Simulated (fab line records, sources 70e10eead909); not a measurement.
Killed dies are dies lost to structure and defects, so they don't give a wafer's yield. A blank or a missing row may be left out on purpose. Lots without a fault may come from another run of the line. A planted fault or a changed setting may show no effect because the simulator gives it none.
fab line records | flow nand_harc
record lots=24 wafers=72 last_day=25
route steps=1159 shown A_ZERO_WELL@401 A_SOURCE_PLATE@423 A_ONON_D1@429 A_CHANNEL_HOLE_D1@466
lots that met no fault: from a run of the same line without faults
start_h: hours from the record's first day to the start of the lot's first wafer shown | wait_h: hours since the lot's step before | " the same as in the row above | L1.1+2: a row that stands for several wafers | - no value, or no start given | * or withheld: withheld | < > ~ a bound
route shown NAME@n: a module of which the file shows steps, and the number in the route of the first | usual: mean/standard deviation of fault-free wafers | same: alike in all rows | chamber/n: place in a boat | sites: the reading at each site | _std_site: their standard deviation | _edge_site: outer sites' mean less inner sites' | radius_mm: how far each site lies from the wafer's centre | mask NAME#n: copy n | behind: the tool/chamber that last shaped the wafer | hold: why the lot was held/for how many hours/how that ended | device: the transistor (n, p or np) that didn't switch | end of line: the same wafers' tests at the end of the route | a step without rows: its recipe alone | killed: dies lost to structure and defects at the first sort, not the wafer's yield | map: a wafer's dies, x killed, . not, _ none there
set.NAME: the setting as run; set.NAME@STEP: as run at that earlier step | model.NAME: the simulator's own value behind a step, which no gauge read
steps of the route over a sample of lots; a table a step, a row a wafer
services: from which hour (start_h, from the record's first day; less than 0 if before it) a tool's chamber was out of use, for how many hours, and why
## steps
# step NHARC_A_ZERO_WELL_CD_MEAS_10
# recipe target_cd_nm=2000 landing_energy_ev=500
# usual cd_nm=2001.0/1.8
# columns lot.wafer tool chamber start_h wait_h cd_nm
L074.2 cd_sem-02 0 129.52 - 2000.2
L074.3 " 0 " " 2003.1
L074.5 " 0 " " 2001.6
L075.2 cd_sem-01 0 150.70 - 2002.5
L075.3 " 0 " " 2000.3
L075.4 " 0 " " 2001.6
L076.4 cd_sem-01 0 151.68 - 2000.6
L076.5 " 0 " " 2004.7
L076.6 " 0 " " 2000.1
L077.1 cd_sem-01 0 152.13 - 1999.4
L077.4 " 0 " " 2003.7
L077.6 " 0 " " 2001.1
L079.1 cd_sem-03 0 162.94 - 2001.6
L079.3 " 0 " " 1997.4
L079.6 " 0 " " 1996.8
L078.2 cd_sem-02 0 163.71 - 2002.1
L078.3 " 0 " " 2000.4
L078.6 " 0 " " 2004.0
L082.3 cd_sem-03 0 179.30 - 2002.5
L082.5 " 0 " " 1998.7
L082.6 " 0 " " 1999.3
L081.2 cd_sem-02 0 179.72 - 2002.8
L081.4 " 0 " " 2005.0
L081.5 " 0 " " 2002.7
L080.2 cd_sem-02 0 180.60 - 1999.8
L080.3 " 0 " " 2001.4
L080.4 " 0 " " 1998.2
L083.1 cd_sem-03 0 190.50 - 2004.7
L083.5 " 0 " " 2001.4
L083.6 " 0 " " 2000.7
L085.2 cd_sem-02 0 194.85 - 2000.6
L085.3 " 0 " " 1998.7
L085.4 " 0 " " 2000.3
L084.4 cd_sem-03 0 199.92 - 2001.7
L084.5 " 0 " " 1999.9
L084.6 " 0 " " 2001.9
L086.1 cd_sem-03 0 211.81 - 2001.2
L086.2 " 0 " " 2000.1
L086.4 " 0 " " 1998.8
L087.1 cd_sem-03 0 214.41 - 2001.6
L087.4 " 0 " " 2000.6
L087.5 " 0 " " 2000.6
L089.3 cd_sem-01 0 224.93 - 2001.8
L089.4 " 0 " " 2002.2
L089.5 " 0 " " 2000.8
L088.2 cd_sem-02 0 225.68 - 2002.8
L088.3 " 0 " " 2001.4
L088.4 " 0 " " 2003.5
L091.1 cd_sem-01 0 235.04 - 1998.2
L091.3 " 0 " " 1998.4
L091.4 " 0 " " 1998.5
L090.1 cd_sem-02 0 235.34 - 1999.3
L090.5 " 0 " " 2002.6
L090.6 " 0 " " 1999.5
L092.1 cd_sem-01 0 240.47 - 1999.7
L092.2 " 0 " " 2002.2
L092.5 " 0 " " 2000.9
L093.1 cd_sem-03 0 243.76 - 2002.6
L093.4 " 0 " " 1999.4
L093.6 " 0 " " 2001.3
L094.2 cd_sem-03 0 253.76 - 2001.7
L094.3 " 0 " " 1999.8
L094.4 " 0 " " 2000.4
L095.1 cd_sem-02 0 254.00 - 1999.9
L095.2 " 0 " " 1998.0
L095.4 " 0 " " 1999.7
L097.3 cd_sem-01 0 264.35 - 2001.9
L097.5 " 0 " " 2003.8
L097.6 " 0 " " 1999.5
L096.1 cd_sem-01 0 271.44 - 2003.7
L096.3 " 0 " " 2003.7
L096.4 " 0 " " 1999.7
# step NHARC_A_SOURCE_PLATE_INSPECT_08
# usual raw_defect_count=60/26
# columns lot.wafer tool chamber start_h wait_h raw_defect_count
L074.2 defect_inspect-01 - 152.24 0.0 48
L074.3 " - " " 40
L074.5 " - " " 43
L077.1 defect_inspect-02 - 174.06 0.0 36
L077.4 " - " " 45
L077.6 " - " " 46
L076.4 defect_inspect-01 - 174.06 0.0 86
L076.5 " - " " 108
L076.6 " - " " 79
L075.2 defect_inspect-01 - 174.06 0.0 53
L075.3 " - " " 79
L075.4 " - " " 40
L079.1 defect_inspect-01 - 187.59 0.0 54
L079.3 " - " " 76
L079.6 " - " " 74
L078.2 defect_inspect-02 - 187.63 0.0 31
L078.3 " - " " 15
L078.6 " - " " 30
L082.3 defect_inspect-02 - 201.84 0.0 65
L082.5 " - " " 57
L082.6 " - " " 41
L080.2 defect_inspect-01 - 201.84 0.0 35
L080.3 " - " " 54
L080.4 " - " " 37
L081.2 defect_inspect-02 - 201.84 0.0 52
L081.4 " - " " 82
L081.5 " - " " 58
L083.1 defect_inspect-02 - 212.54 0.0 70
L083.5 " - " " 55
L083.6 " - " " 40
L085.2 defect_inspect-02 - 216.94 0.0 51
L085.3 " - " " 59
L085.4 " - " " 85
L084.4 defect_inspect-01 - 222.78 0.0 91
L084.5 " - " " 59
L084.6 " - " " 50
L087.1 defect_inspect-02 - 235.25 0.0 33
L087.4 " - " " 19
L087.5 " - " " 49
L086.1 defect_inspect-01 - 235.26 0.0 64
L086.2 " - " " 51
L086.4 " - " " 79
L088.2 defect_inspect-01 - 247.55 0.0 48
L088.3 " - " " 54
L088.4 " - " " 54
L089.3 defect_inspect-02 - 247.56 0.0 38
L089.4 " - " " 56
L089.5 " - " " 56
L090.1 defect_inspect-02 - 257.08 0.0 81
L090.5 " - " " 91
L090.6 " - " " 120
L091.1 defect_inspect-01 - 257.08 0.0 35
L091.3 " - " " 23
L091.4 " - " " 45
L093.1 defect_inspect-02 - 264.62 0.0 181
L093.4 " - " " 69
L093.6 " - " " 121
L092.1 defect_inspect-01 - 264.62 0.0 100
L092.2 " - " " 64
L092.5 " - " " 110
L095.1 defect_inspect-02 - 276.61 0.0 71
L095.2 " - " " 125
L095.4 " - " " 78
L094.2 defect_inspect-01 - 276.61 0.0 36
L094.3 " - " " 64
L094.4 " - " " 64
L097.3 defect_inspect-02 - 288.48 0.0 71
L097.5 " - " " 58
L097.6 " - " " 39
L096.1 defect_inspect-02 - 294.12 0.0 31
L096.3 " - " " 54
L096.4 " - " " 37
# step NHARC_A_ONON_D1_THK_MEAS_08
# recipe thk_meas_gauge=ellipsometry
# usual thk_nm=1002/12
# columns lot.wafer tool chamber start_h wait_h thk_nm
L074.2 film_metro-02 - 153.95 - 991
L074.3 " - " " 993
L074.5 " - " " 992
L075.2 film_metro-01 - 175.76 - 995
L075.3 " - " " 994
L075.4 " - " " 995
L076.4 film_metro-02 - 175.77 - 1022
L076.5 " - " " 1020
L076.6 " - " " 1023
L077.1 film_metro-01 - 175.79 - 985
L077.4 " - " " 989
L077.6 " - " " 987
L079.1 film_metro-02 - 189.29 - 1001
L079.3 " - " " 1003
L079.6 " - " " 1002
L078.2 film_metro-01 - 189.34 - 1029
L078.3 " - " " 1025
L078.6 " - " " 1028
L082.3 film_metro-02 - 203.55 - 979
L082.5 " - " " 981
L082.6 " - " " 980
L080.2 film_metro-01 - 203.68 - 1018
L080.3 " - " " 1018
L080.4 " - " " 1017
L081.2 film_metro-01 - 203.90 - 992
L081.4 " - " " 993
L081.5 " - " " 994
L083.1 film_metro-01 - 214.37 - 1013
L083.5 " - " " 1013
L083.6 " - " " 1012
L085.2 film_metro-01 - 218.65 - 1012
L085.3 " - " " 1011
L085.4 " - " " 1010
L084.4 film_metro-01 - 224.50 - 1003
L084.5 " - " " 1004
L084.6 " - " " 1004
L087.1 film_metro-01 - 237.00 - 983
L087.4 " - " " 983
L087.5 " - " " 984
L086.1 film_metro-02 - 237.03 - 991
L086.2 " - " " 991
L086.4 " - " " 992
L089.3 film_metro-01 - 249.52 - 1016
L089.4 " - " " 1015
L089.5 " - " " 1015
L088.2 film_metro-02 - 249.54 - 1003
L088.3 " - " " 1004
L088.4 " - " " 1004
L090.1 film_metro-02 - 258.78 - 996
L090.5 " - " " 994
L090.6 " - " " 995
L091.1 film_metro-01 - 258.81 - 999
L091.3 " - " " 1000
L091.4 " - " " 998
L092.1 film_metro-02 - 266.33 - 1004
L092.2 " - " " 1007
L092.5 " - " " 1007
L093.1 film_metro-01 - 266.34 - 1017
L093.4 " - " " 1018
L093.6 " - " " 1020
L095.1 film_metro-01 - 278.33 - 1005
L095.2 " - " " 1002
L095.4 " - " " 1004
L094.2 film_metro-01 - 278.38 - 996
L094.3 " - " " 996
L094.4 " - " " 992
L097.3 film_metro-01 - 290.19 - 993
L097.5 " - " " 996
L097.6 " - " " 994
L096.1 film_metro-02 - 295.86 - 997
L096.3 " - " " 995
L096.4 " - " " 995
# step NHARC_A_ONON_D1_THK_MEAS_14
# recipe thk_meas_gauge=ellipsometry
# usual thk_nm=996/11
# columns lot.wafer tool chamber start_h wait_h thk_nm
L074.2 film_metro-01 - 155.08 - 982
L074.3 " - " " 983
L074.5 " - " " 984
L075.2 film_metro-01 - 176.89 - 1009
L075.3 " - " " 1007
L075.4 " - " " 1006
L076.4 film_metro-02 - 176.91 - 998
L076.5 " - " " 998
L076.6 " - " " 999
L077.1 film_metro-01 - 176.93 - 986
L077.4 " - " " 986
L077.6 " - " " 989
L079.1 film_metro-01 - 190.42 - 999
L079.3 " - " " 998
L079.6 " - " " 999
L078.2 film_metro-02 - 190.47 - 1007
L078.3 " - " " 1010
L078.6 " - " " 1010
L082.3 film_metro-01 - 204.68 - 1006
L082.5 " - " " 1007
L082.6 " - " " 1007
L080.2 film_metro-02 - 204.82 - 1010
L080.3 " - " " 1008
L080.4 " - " " 1011
L081.2 film_metro-02 - 205.03 - 998
L081.4 " - " " 999
L081.5 " - " " 1000
L083.1 film_metro-02 - 215.51 - 986
L083.5 " - " " 983
L083.6 " - " " 987
L085.2 film_metro-01 - 219.79 - 1011
L085.3 " - " " 1008
L085.4 " - " " 1012
L084.4 film_metro-01 - 225.64 - 992
L084.5 " - " " 992
L084.6 " - " " 992
L087.1 film_metro-02 - 238.13 - 986
L087.4 " - " " 984
L087.5 " - " " 985
L086.1 film_metro-01 - 238.17 - 988
L086.2 " - " " 986
L086.4 " - " " 988
L089.3 film_metro-02 - 250.79 - 994
L089.4 " - " " 993
L089.5 " - " " 994
L088.2 film_metro-02 - 250.86 - 1002
L088.3 " - " " 1001
L088.4 " - " " 1001
L090.1 film_metro-01 - 259.92 - 1009
L090.5 " - " " 1011
L090.6 " - " " 1009
L091.1 film_metro-02 - 259.96 - 998
L091.3 " - " " 995
L091.4 " - " " 999
L092.1 film_metro-01 - 267.48 - 977
L092.2 " - " " 978
L092.5 " - " " 976
L093.1 film_metro-01 - 267.48 - 996
L093.4 " - " " 997
L093.6 " - " " 997
L095.1 film_metro-02 - 279.46 - 1006
L095.2 " - " " 1004
L095.4 " - " " 1007
L094.2 film_metro-01 - 279.53 - 995
L094.3 " - " " 997
L094.4 " - " " 999
L097.3 film_metro-02 - 291.35 - 965
L097.5 " - " " 964
L097.6 " - " " 963
L096.1 film_metro-02 - 297.00 - 1000
L096.3 " - " " 999
L096.4 " - " " 998
# step NHARC_A_CHANNEL_HOLE_D1_ETCH_38
# recipe target_depth_a=390 over_etch_frac=0.3 time_s=65 ion_energy_ev=80 cf4_flow_sccm=150 ar_flow_sccm=0 rf_w=300 bias_w=100 chemistry=CF4
# usual drypump_motor_current_A=5.7/0.44 oes_product_au=1.003/0.011 rf_fwd_power_W=297.3/0.96 rf_vpp_V=151.5/1.2 showerhead_plenum_p_Torr=1.79/0.071 throttle_valve_pct=13.283/0.0095
# same time_s=65
# columns lot.wafer tool chamber start_h wait_h drypump_motor_current_A oes_product_au rf_fwd_power_W rf_hours_counter_h rf_vpp_V showerhead_plenum_p_Torr throttle_valve_pct
L074.3 rie_diel-02 1 172.48 0.1 6.1 1.008 297.2 1 151.5 1.81 13.260
L074.2 " 3 " " 5.4 1.007 297.5 1 152.2 1.84 13.300
L074.5 " 0 " " 5.1 0.996 297.0 - 152.0 1.85 13.293
L075.4 rie_diel-03 2 190.38 0.1 6.4 0.984 299.6 7 149.2 1.66 13.275
L075.3 " 3 " " 5.0 1.018 296.4 10 148.5 1.69 13.305
L075.2 " 0 " " 5.9 0.993 297.1 10 150.4 1.75 13.289
L077.1 rie_diel-06 3 190.56 0.1 5.4 0.992 299.0 8 151.1 1.85 13.288
L077.4 " 2 " " 5.3 1.011 296.7 9 151.3 1.70 13.291
L077.6 " 0 " " 5.8 1.024 298.4 - 153.7 1.88 13.291
L076.4 rie_diel-02 2 190.73 0.1 6.0 1.018 298.2 1 149.5 1.69 13.276
L076.6 " 0 " " 5.2 1.010 297.6 - 152.8 1.85 13.286
L076.5 " 1 " " 6.1 0.999 296.2 - 150.7 1.81 13.261
L079.1 rie_diel-06 3 203.45 0.1 5.4 0.994 298.8 9 152.6 1.85 13.278
L079.3 " 1 " " 6.4 0.989 298.2 10 151.6 1.82 13.274
L079.6 " 2 " " 5.3 1.007 295.0 - 151.6 1.70 13.291
L078.2 rie_diel-02 3 203.78 0.1 5.4 0.999 296.5 3 152.0 1.84 13.279
L078.3 " 2 " " 6.0 1.019 298.4 2 149.6 1.69 13.292
L078.6 " 3 " " 5.4 0.986 297.5 - 152.2 1.84 13.286
L081.4 rie_diel-02 2 217.52 0.1 6.0 1.010 297.4 3 151.9 1.69 13.291
L081.2 " 0 " " 5.2 1.018 297.6 4 152.5 1.85 13.285
L081.5 " 2 " " 6.0 1.006 298.5 - 151.3 1.69 13.302
L082.3 rie_diel-06 0 217.72 0.1 5.8 1.022 296.2 10 151.1 1.88 13.284
L082.6 " 3 " " 5.4 0.986 296.6 - 153.3 1.85 13.280
L082.5 " 0 " " 5.8 1.017 297.1 - 152.0 1.88 13.273
L080.2 rie_diel-02 3 218.93 0.1 5.4 0.987 296.8 4 152.2 1.84 13.279
L080.4 " 0 " " 5.2 1.019 297.2 4 151.2 1.85 13.274
L080.3 " 1 " " 6.1 0.994 295.6 4 152.1 1.81 13.280
L083.1 rie_diel-06 2 229.90 0.1 5.3 1.018 296.3 13 150.0 1.70 13.276
L083.5 " 2 " " 5.3 1.017 296.4 - 150.3 1.70 13.272
L083.6 " 3 " " 5.4 1.006 297.8 - 152.6 1.85 13.278
L085.2 rie_diel-03 3 235.45 0.1 5.0 1.007 297.3 1 150.4 1.69 13.277
L085.3 " 0 " " 5.9 1.008 298.8 1 150.6 1.75 13.304
L085.4 " 1 " " 5.5 1.000 299.3 1 150.8 1.79 13.288
L084.4 rie_diel-02 0 241.29 0.1 5.2 1.019 296.7 6 152.0 1.85 13.288
L084.6 " 3 " " 5.4 0.996 296.4 - 152.5 1.84 13.284
L084.5 " 0 " " 5.2 1.003 297.6 - 153.3 1.85 13.287
L086.2 rie_diel-02 0 254.79 0.1 5.1 1.015 296.7 7 151.8 1.85 13.289
L086.4 " 2 " " 6.0 1.010 298.4 6 150.3 1.69 13.277
L086.1 " 3 " " 5.4 0.990 296.2 6 152.4 1.84 13.282
L087.1 rie_diel-03 1 254.96 0.1 5.5 0.985 297.9 2 151.6 1.79 13.289
L087.4 " 0 " " 5.9 1.002 298.1 2 150.7 1.75 13.275
L087.5 " 1 " " 5.5 0.988 298.6 - 150.1 1.79 13.282
L089.3 rie_diel-02 1 264.43 0.1 6.1 0.996 299.2 7 150.6 1.81 13.280
L089.4 " 2 " " 6.0 1.027 295.7 7 149.6 1.69 13.285
L089.5 " 0 " " 5.2 1.000 298.1 - 152.5 1.85 13.282
L088.2 rie_diel-06 0 264.99 0.1 5.8 1.007 295.9 1 152.7 1.88 13.287
L088.4 " 2 " " 5.3 0.994 295.7 1 150.4 1.70 13.282
L088.3 " 3 " " 5.4 1.004 298.3 1 153.2 1.85 13.288
L091.1 rie_diel-02 0 274.84 0.1 5.2 1.018 295.8 8 154.4 1.85 13.283
L091.3 " 1 " " 6.1 0.998 296.5 8 152.4 1.81 13.262
L091.4 " 2 " " 6.0 1.000 297.1 7 150.5 1.69 13.273
L090.1 rie_diel-06 1 275.00 0.1 6.3 0.997 297.9 2 151.8 1.81 13.270
L090.5 " 1 " " 6.3 1.004 296.2 - 152.4 1.81 13.279
L090.6 " 2 " " 5.3 0.994 297.3 - 151.5 1.70 13.284
L092.1 rie_diel-02 3 280.56 0.1 5.4 0.993 296.8 8 151.0 1.84 13.301
L092.2 " 0 " " 5.1 1.016 298.4 9 153.7 1.85 13.283
L092.5 " 1 " " 6.1 1.002 296.8 - 152.0 1.81 13.275
L093.1 rie_diel-06 1 280.76 0.1 6.4 1.000 296.6 3 151.5 1.81 13.292
L093.4 " 2 " " 5.3 1.003 296.1 3 150.2 1.70 13.291
L093.6 " 1 " " 6.4 1.004 296.0 - 152.7 1.81 13.309
L094.4 rie_diel-03 0 292.43 0.1 5.9 0.999 298.0 5 150.6 1.75 13.281
L094.2 " 1 " " 5.5 1.013 297.2 4 150.9 1.79 13.273
L094.3 " 2 " " 6.4 1.006 296.3 5 149.2 1.66 13.278
L095.1 rie_diel-02 2 292.61 0.1 6.0 1.011 299.1 9 149.8 1.69 13.271
L095.2 " 1 " " 6.1 1.009 297.7 9 151.1 1.81 13.281
L095.4 " 2 " " 6.0 1.008 297.2 - 150.1 1.69 13.274
L097.3 rie_diel-06 3 306.86 0.1 5.4 0.995 298.0 4 150.9 1.85 13.291
L097.6 " 2 " " 5.3 0.986 296.1 - 151.3 1.70 13.276
L097.5 " 1 " " 6.3 0.988 296.7 - 151.7 1.81 13.279
L096.1 rie_diel-02 2 309.85 0.1 6.0 1.019 298.6 10 149.0 1.69 13.271
L096.3 " 3 " " 5.4 0.995 296.8 10 152.0 1.84 13.275
L096.4 " 1 " " 6.1 1.008 296.9 10 152.2 1.81 13.266
# step NHARC_A_CHANNEL_HOLE_D1_ETCH_39
# recipe target_depth_a=2600 over_etch_frac=0.3 time_s=325 ion_energy_ev=200 n2_flow_sccm=150 h2_flow_sccm=150 ar_flow_sccm=0 rf_w=400 bias_w=150 chemistry=N2/H2
# usual drypump_motor_current_A=5.7/0.44 oes_product_au=1.002/0.011 rf_fwd_power_W=399.0/1.1 rf_vpp_V=431.4/2.6 showerhead_plenum_p_Torr=2.07/0.088 throttle_valve_pct=14.173/0.01
# same time_s=325
# columns lot.wafer tool chamber start_h wait_h drypump_motor_current_A oes_product_au rf_fwd_power_W rf_hours_counter_h rf_vpp_V showerhead_plenum_p_Torr throttle_valve_pct
L074.2 rie_diel-02 3 - - 5.4 0.987 397.9 1 433.0 2.13 14.176
L074.3 " 0 " " 5.2 1.001 398.4 1 433.6 2.15 14.155
L074.5 " 3 " " 5.4 0.990 396.1 - 433.1 2.13 14.180
L075.3 rie_diel-03 0 - - 5.9 0.996 398.9 10 429.5 2.02 14.170
L075.2 " 1 " " 5.5 0.993 396.8 10 431.9 2.07 14.165
L075.4 " 3 " " 5.0 0.996 398.8 10 428.0 1.94 14.170
L077.1 rie_diel-06 2 - - 5.3 1.004 397.6 9 429.3 1.95 14.167
L077.4 " 3 " " 5.4 0.995 400.2 8 431.4 2.15 14.165
L077.6 " 0 " " 5.8 1.022 400.1 - 434.1 2.18 14.173
L076.4 rie_diel-02 1 - - 6.1 0.998 398.0 2 433.3 2.09 14.168
L076.5 " 0 " " 5.2 1.005 398.7 - 434.3 2.15 14.154
L076.6 " 1 " " 6.1 0.998 399.0 - 433.2 2.09 14.161
L079.1 rie_diel-06 2 - - 5.3 0.999 399.3 11 428.9 1.95 14.179
L079.3 " 0 " " 5.8 1.016 398.8 9 435.3 2.18 14.164
L079.6 " 1 " " 6.4 0.984 399.9 - 433.5 2.10 14.183
L078.2 rie_diel-02 3 - - 5.4 0.997 398.5 3 433.6 2.13 14.183
L078.3 " 1 " " 6.1 1.007 398.8 3 432.6 2.09 14.167
L078.6 " 2 " " 6.0 1.015 401.4 - 426.7 1.94 14.175
L081.4 rie_diel-02 2 - - 6.0 1.015 399.3 3 427.6 1.94 14.194
L081.2 " 0 " " 5.2 1.023 398.0 4 434.3 2.14 14.178
L081.5 " 1 " " 6.1 1.008 397.9 - 433.2 2.09 14.176
L082.3 rie_diel-06 2 - - 5.3 1.016 397.5 12 428.3 1.95 14.155
L082.6 " 3 " " 5.4 0.995 400.2 - 433.6 2.15 14.178
L082.5 " 0 " " 5.8 1.016 397.9 - 435.4 2.18 14.182
L080.4 rie_diel-02 0 - - 5.1 1.001 399.7 4 432.5 2.14 14.175
L080.3 " 1 " " 6.1 1.003 398.5 4 431.8 2.09 14.173
L080.2 " 2 " " 6.0 0.995 399.0 4 428.3 1.94 14.195
L083.1 rie_diel-06 2 - - 5.3 0.994 400.2 13 427.9 1.95 14.172
L083.6 " 2 " " 5.3 0.995 398.7 - 427.8 1.95 14.170
L083.5 " 3 " " 5.4 0.991 398.7 - 433.3 2.15 14.189
L085.2 rie_diel-03 1 - - 5.5 1.000 399.5 1 429.9 2.07 14.176
L085.4 " 2 " " 6.4 0.994 399.2 1 427.4 1.90 14.151
L085.3 " 3 " " 5.0 1.020 396.9 1 427.4 1.94 14.176
L084.4 rie_diel-02 0 - - 5.1 1.009 397.8 6 433.7 2.14 14.173
L084.6 " 0 " " 5.2 1.010 400.4 - 433.6 2.14 14.156
L084.5 " 1 " " 6.1 1.002 398.6 - 432.3 2.09 14.183
L086.1 rie_diel-02 3 - - 5.4 1.000 398.9 6 433.6 2.13 14.182
L086.4 " 0 " " 5.2 1.016 397.5 7 431.7 2.14 14.178
L086.2 " 1 " " 6.1 0.994 400.0 6 431.5 2.09 14.179
L087.4 rie_diel-03 2 - - 6.4 1.010 398.3 2 427.4 1.90 14.158
L087.1 " 0 " " 5.9 0.998 401.2 2 430.7 2.01 14.176
L087.5 " 2 " " 6.4 1.005 400.8 - 427.2 1.90 14.161
L089.4 rie_diel-02 3 - - 5.4 0.987 398.9 7 432.4 2.13 14.171
L089.3 " 1 " " 6.1 1.006 399.7 7 432.7 2.09 14.180
L089.5 " 3 " " 5.4 0.993 398.0 - 433.4 2.13 14.186
L088.4 rie_diel-06 0 - - 5.8 1.007 398.5 1 433.4 2.18 14.159
L088.2 " 1 " " 6.4 0.993 397.2 1 432.0 2.10 14.186
L088.3 " 2 " " 5.3 1.003 397.4 1 428.0 1.95 14.176
L091.4 rie_diel-02 0 - - 5.1 1.020 399.4 8 433.5 2.14 14.168
L091.3 " 1 " " 6.1 1.003 398.3 8 432.2 2.09 14.173
L091.1 " 2 " " 6.0 1.010 400.3 7 427.4 1.94 14.179
L090.1 rie_diel-06 1 - - 6.4 0.977 399.5 2 432.6 2.10 14.171
L090.6 " 0 " " 5.8 1.002 400.7 - 434.7 2.18 14.175
L090.5 " 1 " " 6.4 0.994 398.2 - 432.3 2.10 14.178
L092.2 rie_diel-02 3 - - 5.4 0.982 397.7 8 432.7 2.12 14.171
L092.1 " 1 " " 6.1 0.998 399.3 9 433.2 2.09 14.164
L092.5 " 0 " " 5.2 1.021 401.0 - 433.7 2.14 14.181
L093.1 rie_diel-06 1 - - 6.4 0.989 399.0 3 431.8 2.10 14.172
L093.4 " 0 " " 5.8 1.002 399.4 3 433.5 2.18 14.153
L093.6 " 1 " " 6.4 0.991 399.8 - 432.9 2.10 14.167
L094.3 rie_diel-03 1 - - 5.5 0.991 398.8 4 432.3 2.07 14.162
L094.4 " 3 " " 5.0 1.008 403.1 6 427.0 1.94 14.163
L094.2 " 0 " " 5.9 0.995 399.1 5 430.5 2.01 14.180
L095.2 rie_diel-02 1 - - 6.1 1.004 400.6 9 430.9 2.09 14.154
L095.1 " 3 " " 5.4 1.000 399.3 9 432.8 2.12 14.172
L095.4 " 2 " " 6.0 1.014 399.1 - 427.7 1.94 14.173
L097.3 rie_diel-06 2 - - 5.3 0.999 397.5 5 428.1 1.95 14.157
L097.5 " 1 " " 6.3 0.997 398.4 - 432.2 2.10 14.168
L097.6 " 3 " " 5.4 1.007 399.1 - 433.0 2.14 14.185
L096.1 rie_diel-02 2 - - 6.0 1.019 396.8 10 427.9 1.94 14.184
L096.4 " 3 " " 5.4 0.993 398.7 11 433.6 2.12 14.174
L096.3 " 0 " " 5.1 1.011 398.2 10 432.2 2.14 14.179
## services
# columns tool chamber start_h hours kind
rie_diel-02 - 150.70 9.0 pm
rie_diel-02 0 150.70 9.0 vent_cycle
rie_diel-02 1 150.70 9.0 vent_cycle
rie_diel-02 2 150.70 9.0 vent_cycle
rie_diel-02 3 150.70 9.0 vent_cycle
rie_diel-02 0 159.70 - clean
rie_diel-02 1 159.70 - clean
rie_diel-02 2 159.70 - clean
rie_diel-02 3 159.70 - clean
rie_diel-02 1 178.30 9.9 repair
rie_diel-02 0 184.20 - clean
rie_diel-02 2 184.20 - clean
rie_diel-02 3 184.20 - clean
rie_diel-02 0 208.70 - clean
rie_diel-02 1 208.70 - clean
rie_diel-02 2 208.70 - clean
rie_diel-02 3 208.70 - clean
rie_diel-03 - 215.33 9.0 pm
rie_diel-02 0 233.20 - clean
rie_diel-02 1 233.20 - clean
rie_diel-02 2 233.20 - clean
rie_diel-02 3 233.20 - clean
rie_diel-02 0 291.11 15.9 repair
rie_diel-06 0 303.07 5.0 repair
## key
fault none
